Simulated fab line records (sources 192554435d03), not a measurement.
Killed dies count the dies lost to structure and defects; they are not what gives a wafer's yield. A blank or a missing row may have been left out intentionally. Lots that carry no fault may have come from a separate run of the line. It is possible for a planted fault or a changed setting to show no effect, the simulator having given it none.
A lot that was struck, set against a sound lot :: flow n5Finfet :: 26 out of 1938 route steps
Sound: these wafers, L550.2, L550.3, L550.6. Wafers L539.2, L539.4, L539.5 were the ones struck. The cause is given at the end.
At each step with rows: each side's tool, then ch and its chambers, then its first start. Under that, the readings that differ: sound wafers :: struck wafers :: difference of the means :: sigmas: that difference in standard deviations of wafers without a fault.
alike: readings with means less than 2 such deviations apart, plus words and numbers identical on both sides. not compared: withheld readings, readings lacking a value on some wafer, bounds such as >300 that could conceal the same value, and numbers that have no deviation in the record and whose values overlap.
The two part at a step that has a row with sigmas, a row that says differs or no value, or rows on one side only. Non-overlapping numbers with no deviation appear without sigmas and do not part them. A reading that every wafer of one side lacks parts them only if that side has two wafers or more.

first, 1 step without rows for these wafers: N5_BEOL_M0_PRE_CLEAN_131 (time 15 s).
N5_BEOL_M0_CO_CAP_123: material Co, precursor CCTBA/H2, target thk 2 nm, time 102.1 s.
  sound on cvdCo-01 ch 1,2, day 10 17:53; struck on cvdCo-02 ch 1,2, day 8 02:02
  alike: heaterPowerW
  not compared: sinceWetCleanH
then, 1 step without rows for these wafers: N5_BEOL_M0_PRE_CLEAN_124 (time 15 s).
N5_BEOL_M0_DEP_125: deposits SiCN from 3MS/NH3, target thk 8 nm, time 14 s.
  sound on pecvd-01 ch 1,2, day 10 18:03; struck on pecvd-01 ch 1,2, day 8 02:09
  alike: showerheadPlenumPTorr, showerheadVppV, throttleValvePct
  not compared: sinceWetCleanH
N5_BEOL_M0_RS_MEAS_126: a four-point-probe measurement.
  struck on filmMetro-01, day 8 02:13; sound on filmMetro-01, day 10 18:07
  alike: M0_RS
N5_BEOL_M0_INSPECT_127: inspects for defects (darkfield).
  struck on defectInspect-01, day 8 02:15; sound on defectInspect-02, day 10 18:08
reading: rawDefectCount
sound: 33 42 35
struck: 99 128 100
difference: +72
sigmas: +3
then, 1 step without rows for these wafers: N5_BEOL_M1_ILD_DEP_00 (deposits SiOC from DEMS/O2, target thk 79 nm, time 15.3 s).
N5_BEOL_M1_THK_MEAS_01:
  struck on filmMetro-01, day 8 02:21; sound on filmMetro-01, day 10 18:14
  alike: M1_ILD_THK
N5_BEOL_M1_PECVD_72: deposits SiO2 from TEOS/O2, target thk 16 nm, time 18 s.
  sound on pecvd-04 ch 0,2, day 10 18:17; struck on pecvd-03 ch 0,2, day 8 02:23
reading: showerheadPlenumPTorr (Torr)
sound: 8.81 8.74 8.74
struck: 8.90 8.81 8.87
difference: +0.10
sigmas: +3
  alike: heaterPowerW, showerheadVppV, throttleValvePct
  not compared: sinceWetCleanH
N5_BEOL_M1_HM_DEP_02: deposits TiN, target thk 20 nm.
  struck on pvdSputter-02, day 8 03:14; sound on pvdSputter-03, day 10 20:42
  alike: throttleValvePct
then, 2 steps without rows for these wafers: N5_BEOL_M1_COAT_61 (time 60 s, resist thk 60 nm); N5_BEOL_M1_COAT_62 (time 60 s, resist thk 12 nm).
N5_BEOL_M1_COAT_73: time 60 s, resist thk 5 nm.
  sound on lithoTrack-01 ch 0, day 10 20:50; struck on lithoTrack-02 ch 0, day 8 03:22
reading: spinSpeedRpm (rpm)
sound: 1501.6 1498.7 1500.0
struck: 1434.0 1434.2 1432.3
difference: -66.6
sigmas: -61
  alike: chillPlateTempC, exhaustPa
then, 6 steps without rows for these wafers: N5_BEOL_M1_COAT_05 (resist thk 30 nm); N5_BEOL_M1_EBR_07; N5_BEOL_M1_SOFTBAKE_06 (time 60 s); N5_BEOL_M1_EXPOSE_08 (exposes mask M1); N5_BEOL_M1_PEB_09 (peb time 60 s); N5_BEOL_M1_DEVELOP_10 (develop time 30 s).
N5_BEOL_M1_CD_MEAS_11 targets a cd of 17.05 nm.
  sound on cdSem-03 ch 0, day 10 21:05; struck on cdSem-02 ch 0, day 8 03:45
  alike: cdNm
N5_BEOL_M1_OVL_MEAS_12:
  sound on overlay-02 ch 0, day 10 21:07; struck on overlay-01 ch 0, day 8 03:47
  alike: M1_OVL
N5_BEOL_M1_INSPECT_13: inspects for defects (brightfield).
  struck on defectInspect-02, day 8 03:50; sound on defectInspect-01, day 10 21:11
  alike: rawDefectCount
N5_BEOL_M1_DESCUM_16: chemistry O2, time 7 s.
  sound on rieDiel-01 ch 0,2,3, day 10 21:34; struck on rieDiel-02 ch 0,1, day 8 03:52
  alike: drypumpMotorCurrentA, oesProductAu, rfVppV, showerheadPlenumPTorr, throttleValvePct
  not compared: rfHoursCounterH
N5_BEOL_M1_ETCH_74: etches underlayer in N2/H2, target depth 6.5 nm, time 5.2 s.
  sound on rieDiel-01 ch 0,2,3, day 10 21:36; struck on rieDiel-02 ch 0,1, day 8 03:55
reading: rfVppV (V)
sound: 527.2 524.0 527.6
struck: 519.9 521.1 520.9
difference: -5.6
sigmas: -2

reading: model.etch.depthNm (nm)
sound: 5.007 5.006 5.019
struck: 5.107 5.127 5.118
difference: +0.107
sigmas: 
  alike: biasW, drypumpMotorCurrentA, etchRfOnTimeS, oesProductAu, showerheadPlenumPTorr, throttleValvePct
  not compared: rfHoursCounterH
then, 1 step without rows for these wafers: N5_BEOL_M1_ETCH_63 (etches SiARC in CF4, target depth 15.6 nm, time 26 s).
N5_BEOL_M4_RC_MEAS_101:
  sound on prober-01 ch 0, day 12 22:51; struck on prober-01 ch 0, day 9 18:44
reading: ION_N (uA/um)
sound: 694 678 677
struck: 662 649 639
difference: -33
sigmas: -3
  alike: DIBL_N, DIBL_P, IOFF_N, IOFF_P, ION_P, SS_N, SS_P, VT_N, VT_P

WHERE THEY PART
First at N5_BEOL_M0_INSPECT_127; last, within this record, at N5_BEOL_M4_RC_MEAS_101.

WHY: what had been put in by the simulator
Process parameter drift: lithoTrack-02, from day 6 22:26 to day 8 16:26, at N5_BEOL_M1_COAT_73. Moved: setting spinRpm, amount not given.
